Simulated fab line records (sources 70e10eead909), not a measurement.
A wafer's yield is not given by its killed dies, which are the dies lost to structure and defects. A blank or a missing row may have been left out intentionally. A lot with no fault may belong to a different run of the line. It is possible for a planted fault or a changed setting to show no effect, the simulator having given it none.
Which tool was responsible?    flow nand_harc    72 wafers from 24 lots sampled at 6 of the route's 1159 steps

## WHAT THE GAUGES SHOWED, per wafer
No reading from a measuring or inspecting step in the record can be judged against a usual standard deviation.

## TOOL THAT RAN EACH LOT (tool first, then ch and the chambers of the sampled wafers, then the start)
lot   NHARC_P_ZERO_WELL_ETCH_62                     NHARC_P_ZERO_WELL_DESCUM_54        NHARC_P_GATE_RTA_82               NHARC_P_M1_ETCH_35                  NHARC_P_M1_DEGAS_29           NHARC_P_M1_PVD_21
L074  rie_diel-02 ch 1,3, day 1 18:22 or earlier    rie_diel-09 ch 0,1,2, day 1 18:22  rtp_anneal-01 ch 0, day 5 15:18   rie_diel-05 ch 0,1,2, day 6 04:17   pvd_sputter-02, day 6 05:16   pvd_sputter-02, no start
L075  rie_diel-02 ch 0,1,2, day 1 23:54 or earlier  rie_diel-02 ch 0,1, day 1 23:54    rtp_anneal-01 ch 0, day 5 15:02   rie_diel-05 ch 0,1, day 6 03:50     pvd_sputter-03, day 6 04:46   pvd_sputter-03, no start
L076  rie_diel-09 ch 0,1,3, day 2 06:03 or earlier  rie_diel-09 ch 0,1, day 2 06:03    rtp_anneal-02 ch 0, day 6 03:31   rie_diel-07 ch 0,1,3, day 6 14:02   pvd_sputter-02, day 6 14:59   pvd_sputter-02, no start
L077  rie_diel-07 ch 0,1,3, day 2 12:01 or earlier  rie_diel-09 ch 1,2, day 2 12:01    rtp_anneal-01 ch 0, day 6 04:08   rie_diel-07 ch 1,2, day 6 15:01     pvd_sputter-02, day 6 15:57   pvd_sputter-02, no start
L078  rie_diel-07 ch 0,1, day 2 18:02 or earlier    rie_diel-07 ch 1,3, day 2 18:02    rtp_anneal-01 ch 0, day 6 11:31   rie_diel-11 ch 0,1,3, day 7 00:55   pvd_sputter-01, day 7 01:51   pvd_sputter-01, no start
L079  rie_diel-07 ch 0,1,2, day 2 23:51 or earlier  rie_diel-09 ch 0,1,3, day 2 23:51  rtp_anneal-01 ch 0, day 6 16:57   rie_diel-05 ch 1,2,3, day 7 06:55   pvd_sputter-01, day 7 07:52   pvd_sputter-01, no start
L080  rie_diel-02 ch 1,2, day 3 05:55 or earlier    rie_diel-09 ch 0,1, day 3 05:55    rtp_anneal-02 ch 0, day 7 01:50   rie_diel-11 ch 0,1,3, day 7 12:53   pvd_sputter-02, day 7 13:49   pvd_sputter-02, no start
L081  rie_diel-09 ch 1,2,3, day 3 11:58 or earlier  rie_diel-02 ch 1,2,3, day 3 11:58  rtp_anneal-02 ch 0, day 7 03:55   rie_diel-11 ch 0,1,3, day 7 16:05   pvd_sputter-02, day 7 17:01   pvd_sputter-02, no start
L082  rie_diel-02 ch 0,1,2, day 3 17:58 or earlier  rie_diel-07 ch 0,2,3, day 3 17:58  rtp_anneal-02 ch 0, day 7 11:41   rie_diel-07 ch 0,1,2, day 8 00:55   pvd_sputter-03, day 8 01:52   pvd_sputter-03, no start
L083  rie_diel-02 ch 0,2,3, day 3 23:56 or earlier  rie_diel-07 ch 1,2,3, day 3 23:56  rtp_anneal-01 ch 0, day 7 18:04   rie_diel-07 ch 0,3, day 8 04:43     pvd_sputter-02, day 8 05:39   pvd_sputter-02, no start
L084  rie_diel-07 ch 1,2,3, day 4 05:56 or earlier  rie_diel-07 ch 0,1, day 4 05:56    rtp_anneal-01 ch 0, day 8 02:10   rie_diel-07 ch 1,2,3, day 8 22:23   pvd_sputter-01, day 8 23:19   pvd_sputter-01, no start
L085  rie_diel-02 ch 0,2, day 4 12:08 or earlier    rie_diel-02 ch 1,2, day 4 12:08    rtp_anneal-01 ch 0, day 8 15:42   rie_diel-05 ch 0,1,3, day 9 02:52   pvd_sputter-03, day 9 03:48   pvd_sputter-03, no start
L086  rie_diel-02 ch 0,1,3, day 4 17:58 or earlier  rie_diel-09 ch 1,2, day 4 17:58    rtp_anneal-01 ch 0, day 8 18:53   rie_diel-07 ch 1,2, day 9 08:41     pvd_sputter-01, day 9 09:38   pvd_sputter-01, no start
L087  rie_diel-09 ch 1,2,3, day 4 23:41 or earlier  rie_diel-07 ch 0,1,3, day 4 23:41  rtp_anneal-02 ch 0, day 8 14:18   rie_diel-07 ch 0,1, day 9 01:45     pvd_sputter-02, day 9 02:42   pvd_sputter-02, no start
L088  rie_diel-07 ch 0,3, day 5 06:05 or earlier    rie_diel-02 ch 0,1,2, day 5 06:05  rtp_anneal-02 ch 0, day 8 22:46   rie_diel-05 ch 0,1, day 9 10:33     pvd_sputter-03, day 9 11:29   pvd_sputter-03, no start
L089  rie_diel-09 ch 0,1, day 5 11:50 or earlier    rie_diel-02 ch 0,1,2, day 5 11:50  rtp_anneal-01 ch 0, day 9 06:23   rie_diel-07 ch 0,2,3, day 9 17:35   pvd_sputter-02, day 9 18:32   pvd_sputter-02, no start
L090  rie_diel-09 ch 0,1,3, day 5 17:55 or earlier  rie_diel-09 ch 0,1,2, day 5 17:55  rtp_anneal-01 ch 0, day 9 11:42   rie_diel-11 ch 1,2,3, day 10 05:26  pvd_sputter-03, day 10 06:22  pvd_sputter-03, no start
L091  rie_diel-09 ch 1,2,3, day 6 00:02 or earlier  rie_diel-02 ch 0,2,3, day 6 00:02  rtp_anneal-01 ch 0, day 9 22:42   rie_diel-11 ch 0,1,3, day 10 09:18  pvd_sputter-02, day 10 10:17  pvd_sputter-02, no start
L092  rie_diel-09 ch 0,1,2, day 6 05:53 or earlier  rie_diel-09 ch 0,1,2, day 6 05:53  rtp_anneal-02 ch 0, day 10 00:18  rie_diel-07 ch 0,1,2, day 10 11:46  pvd_sputter-02, day 10 12:43  pvd_sputter-02, no start
L093  rie_diel-09 ch 0,1,2, day 6 11:53 or earlier  rie_diel-07 ch 0,2,3, day 6 11:53  rtp_anneal-01 ch 0, day 10 04:49  rie_diel-05 ch 0,1,2, day 10 15:17  pvd_sputter-01, day 10 16:14  pvd_sputter-01, no start
L094  rie_diel-02 ch 0,2,3, day 6 17:46 or earlier  rie_diel-09 ch 0,2,3, day 6 17:46  rtp_anneal-02 ch 0, day 10 10:29  rie_diel-07 ch 2,3, day 10 23:43    pvd_sputter-03, day 11 00:41  pvd_sputter-03, no start
L095  rie_diel-09 ch 2,3, day 6 23:33 or earlier    rie_diel-07 ch 0,3, day 6 23:33    rtp_anneal-02 ch 0, day 10 11:20  rie_diel-05 ch 0,3, day 11 00:06    pvd_sputter-02, day 11 01:02  pvd_sputter-02, no start
L096  rie_diel-02 ch 1,3, day 7 05:41 or earlier    rie_diel-02 ch 0,2,3, day 7 05:41  rtp_anneal-02 ch 0, day 11 03:26  rie_diel-07 ch 0,2,3, day 11 13:54  pvd_sputter-03, day 11 14:50  pvd_sputter-03, no start
L097  rie_diel-09 ch 0,3, day 7 11:49 or earlier    rie_diel-07 ch 0,1, day 7 11:49    rtp_anneal-02 ch 0, day 11 09:59  rie_diel-11 ch 0,1, day 11 23:39    pvd_sputter-03, day 12 00:35  pvd_sputter-03, no start
- NHARC_P_ZERO_WELL_ETCH_62: etches the open film in CHF3/Ar, target depth 13 nm, time 6.5 s.
- NHARC_P_ZERO_WELL_DESCUM_54: chemistry O2, time 3 s.
- NHARC_P_GATE_RTA_82: time 30 s.
- NHARC_P_M1_ETCH_35: etches the open film in N2/H2, target depth 40 nm, overetch 12 nm, time 43.94 s.
- NHARC_P_M1_DEGAS_29: time 60 s.
- NHARC_P_M1_PVD_21: deposits Cu, target thk 30 nm, time 20.49 s.

## WHAT THE TOOLS THEMSELVES READ (means of the sampled wafers that have a number; where no wafer has one, the mark that the record gives instead)
NHARC_P_ZERO_WELL_ETCH_62.
lot   tool         drypump_motor_current_A (A)  oes_product_au (a.u.)  rf_vpp_V (V)  showerhead_plenum_p_Torr (Torr)  throttle_valve_pct (%)
L074  rie_diel-02  5.7                          0.940                  369.5         2.27                             20.211
L075  rie_diel-02  5.7                          0.945                  371.6         2.38                             20.215
L076  rie_diel-09  6.1                          0.960                  372.7         2.45                             20.227
L077  rie_diel-07  5.6                          0.931                  369.9         2.31                             20.218
L078  rie_diel-07  5.4                          0.982                  369.9         2.34                             20.212
L079  rie_diel-07  5.7                          0.962                  371.4         2.36                             20.222
L080  rie_diel-02  5.6                          0.960                  370.3         2.39                             20.211
L081  rie_diel-09  5.8                          0.955                  371.9         2.37                             20.223
L082  rie_diel-02  5.7                          0.965                  371.5         2.38                             20.211
L083  rie_diel-02  5.6                          0.958                  371.8         2.42                             20.219
L084  rie_diel-07  6.0                          0.968                  370.2         2.33                             20.213
L085  rie_diel-02  5.6                          0.954                  373.8         2.48                             20.220
L086  rie_diel-02  5.7                          0.957                  370.1         2.32                             20.222
L087  rie_diel-09  5.8                          0.971                  372.1         2.37                             20.220
L088  rie_diel-07  5.5                          0.971                  369.8         2.31                             20.211
L089  rie_diel-09  6.2                          0.966                  374.0         2.48                             20.222
L090  rie_diel-09  6.1                          0.980                  372.3         2.45                             20.223
L091  rie_diel-09  5.8                          0.960                  370.9         2.37                             20.215
L092  rie_diel-09  5.9                          0.978                  371.6         2.40                             20.213
L093  rie_diel-09  5.9                          0.975                  371.5         2.40                             20.210
L094  rie_diel-02  5.6                          0.947                  372.5         2.41                             20.212
L095  rie_diel-09  5.5                          0.957                  368.4         2.28                             20.219
L096  rie_diel-02  5.8                          0.963                  367.7         2.23                             20.216
L097  rie_diel-09  6.1                          0.992                  372.5         2.42                             20.229

NHARC_P_ZERO_WELL_DESCUM_54.
lot   tool         drypump_motor_current_A (A)  oes_product_au (a.u.)  rf_vpp_V (V)  showerhead_plenum_p_Torr (Torr)  throttle_valve_pct (%)
L074  rie_diel-09  5.9                          0.987                  58.2          1.96                             11.319
L075  rie_diel-02  5.7                          1.000                  58.3          1.93                             11.297
L076  rie_diel-09  6.1                          0.994                  58.3          2.03                             11.300
L077  rie_diel-09  5.8                          0.985                  57.8          1.97                             11.309
L078  rie_diel-07  5.9                          1.013                  57.9          1.85                             11.306
L079  rie_diel-09  6.1                          0.989                  58.0          2.00                             11.310
L080  rie_diel-09  6.1                          0.994                  58.1          2.04                             11.313
L081  rie_diel-02  5.6                          0.994                  56.6          1.90                             11.319
L082  rie_diel-07  5.9                          1.007                  57.7          1.90                             11.312
L083  rie_diel-07  6.0                          0.995                  57.5          1.90                             11.315
L084  rie_diel-07  5.4                          0.999                  58.0          1.90                             11.307
L085  rie_diel-02  5.6                          0.994                  56.7          1.95                             11.313
L086  rie_diel-09  5.8                          0.994                  56.9          1.96                             11.305
L087  rie_diel-07  5.6                          0.993                  57.6          1.88                             11.309
L088  rie_diel-02  5.7                          0.983                  58.4          1.94                             11.311
L089  rie_diel-02  5.6                          0.992                  58.4          1.94                             11.324
L090  rie_diel-09  5.8                          1.002                  58.3          1.96                             11.295
L091  rie_diel-02  5.6                          0.997                  58.3          1.97                             11.308
L092  rie_diel-09  5.9                          1.007                  58.4          1.96                             11.301
L093  rie_diel-07  5.9                          0.992                  57.5          1.90                             11.316
L094  rie_diel-09  5.8                          1.007                  57.5          1.93                             11.313
L095  rie_diel-07  5.5                          1.003                  59.1          1.88                             11.309
L096  rie_diel-02  5.6                          0.995                  57.4          1.97                             11.313
L097  rie_diel-07  5.4                          0.995                  58.4          1.90                             11.317

NHARC_P_GATE_RTA_82.
lot   tool           lamp_power_pct (%)  lamp_zone_2_pct (%)  wafer_temp_C_max
L074  rtp_anneal-01  4.17                4.18                 452.1
L075  rtp_anneal-01  4.18                4.18                 452.3
L076  rtp_anneal-02  3.78                3.78                 451.4
L077  rtp_anneal-01  4.18                4.17                 452.4
L078  rtp_anneal-01  4.18                4.18                 452.0
L079  rtp_anneal-01  4.18                4.18                 452.0
L080  rtp_anneal-02  3.79                3.79                 451.9
L081  rtp_anneal-02  3.78                3.79                 451.7
L082  rtp_anneal-02  3.78                3.78                 451.5
L083  rtp_anneal-01  4.18                4.18                 451.9
L084  rtp_anneal-01  4.18                4.17                 451.9
L085  rtp_anneal-01  4.18                4.17                 451.8
L086  rtp_anneal-01  4.18                4.18                 452.5
L087  rtp_anneal-02  3.79                3.78                 451.3
L088  rtp_anneal-02  3.78                3.79                 451.3
L089  rtp_anneal-01  4.18                4.18                 451.8
L090  rtp_anneal-01  4.18                4.18                 452.3
L091  rtp_anneal-01  4.17                4.18                 452.2
L092  rtp_anneal-02  3.79                3.78                 451.6
L093  rtp_anneal-01  4.18                4.18                 452.3
L094  rtp_anneal-02  3.78                3.78                 451.3
L095  rtp_anneal-02  3.78                3.78                 451.6
L096  rtp_anneal-02  3.79                3.78                 450.9
L097  rtp_anneal-02  3.78                3.78                 451.5

NHARC_P_M1_ETCH_35.
lot   tool         drypump_motor_current_A (A)  oes_product_au (a.u.)  rf_vpp_V (V)  showerhead_plenum_p_Torr (Torr)  throttle_valve_pct (%)
L074  rie_diel-05  5.9                          0.991                  434.0         2.18                             14.164
L075  rie_diel-05  6.0                          1.000                  433.7         2.16                             14.177
L076  rie_diel-07  5.6                          1.000                  429.5         2.01                             14.177
L077  rie_diel-07  5.8                          0.987                  430.7         2.05                             14.173
L078  rie_diel-11  5.4                          1.010                  429.1         1.99                             14.176
L079  rie_diel-05  5.4                          0.996                  435.1         2.20                             14.171
L080  rie_diel-11  5.4                          1.006                  429.9         1.99                             14.162
L081  rie_diel-11  5.4                          1.015                  430.2         1.99                             14.171
L082  rie_diel-07  5.7                          1.004                  431.5         2.06                             14.162
L083  rie_diel-07  5.8                          1.004                  429.0         1.98                             14.181
L084  rie_diel-07  6.0                          1.001                  430.3         2.03                             14.173
L085  rie_diel-05  5.5                          0.996                  433.8         2.18                             14.171
L086  rie_diel-07  6.1                          1.000                  430.2         2.07                             14.174
L087  rie_diel-07  5.3                          1.007                  431.8         2.04                             14.178
L088  rie_diel-05  5.4                          1.011                  433.5         2.18                             14.172
L089  rie_diel-07  5.9                          1.005                  429.6         2.03                             14.164
L090  rie_diel-11  5.7                          1.000                  429.1         1.99                             14.175
L091  rie_diel-11  5.4                          1.004                  429.7         1.99                             14.169
L092  rie_diel-07  5.7                          0.997                  430.7         2.05                             14.167
L093  rie_diel-05  5.9                          1.011                  434.3         2.18                             14.171
L094  rie_diel-07  6.2                          1.000                  429.0         2.00                             14.170
L095  rie_diel-05  6.1                          1.009                  433.5         2.15                             14.176
L096  rie_diel-07  5.9                          0.991                  431.3         2.03                             14.170
L097  rie_diel-11  5.5                          1.002                  430.0         1.99                             14.172

NHARC_P_M1_DEGAS_29.
lot   tool            heater_power_w (W)
L074  pvd_sputter-02  343
L075  pvd_sputter-03  326
L076  pvd_sputter-02  311
L077  pvd_sputter-02  317
L078  pvd_sputter-01  363
L079  pvd_sputter-01  374
L080  pvd_sputter-02  332
L081  pvd_sputter-02  335
L082  pvd_sputter-03  351
L083  pvd_sputter-02  308
L084  pvd_sputter-01  363
L085  pvd_sputter-03  292
L086  pvd_sputter-01  363
L087  pvd_sputter-02  354
L088  pvd_sputter-03  332
L089  pvd_sputter-02  335
L090  pvd_sputter-03  323
L091  pvd_sputter-02  322
L092  pvd_sputter-02  321
L093  pvd_sputter-01  371
L094  pvd_sputter-03  322
L095  pvd_sputter-02  334
L096  pvd_sputter-03  324
L097  pvd_sputter-03  305

NHARC_P_M1_PVD_21.
lot   tool            throttle_valve_pct (%)
L074  pvd_sputter-02  30.4
L075  pvd_sputter-03  29.7
L076  pvd_sputter-02  31.4
L077  pvd_sputter-02  30.5
L078  pvd_sputter-01  30.5
L079  pvd_sputter-01  30.0
L080  pvd_sputter-02  31.6
L081  pvd_sputter-02  31.5
L082  pvd_sputter-03  29.1
L083  pvd_sputter-02  30.5
L084  pvd_sputter-01  30.1
L085  pvd_sputter-03  29.0
L086  pvd_sputter-01  29.8
L087  pvd_sputter-02  30.8
L088  pvd_sputter-03  29.2
L089  pvd_sputter-02  31.4
L090  pvd_sputter-03  28.9
L091  pvd_sputter-02  29.8
L092  pvd_sputter-02  29.6
L093  pvd_sputter-01  30.1
L094  pvd_sputter-03  28.7
L095  pvd_sputter-02  30.7
L096  pvd_sputter-03  28.8
L097  pvd_sputter-03  29.3

## THE ANSWER, worked out from the rows above alone
Rule: what is usual is taken from the lots themselves. The widest of any qualifying gaps counts: lots, ordered by their means at a reading, are off when they make up no more than a third of the lots, leave a main group of 4 or more, and stand apart from it by 3 or more times the standard deviation of that group's means. Not used: any main group whose means are identical at the precision the tables above print for the reading. A lot without any number at a reading at which 4 lots or more have one is off too. The other lots that the step has rows for count as sound. After the gauges, taken in route order, come the tools' own readings; for these a lot's mean is taken, as printed above. At the first step where some lot is off, the reading lying furthest off is the one used; lots without a number count as furthest.
No lot is off at any reading shown: from this, nothing can be told.

## WHAT THE SIMULATOR HAD PUT IN
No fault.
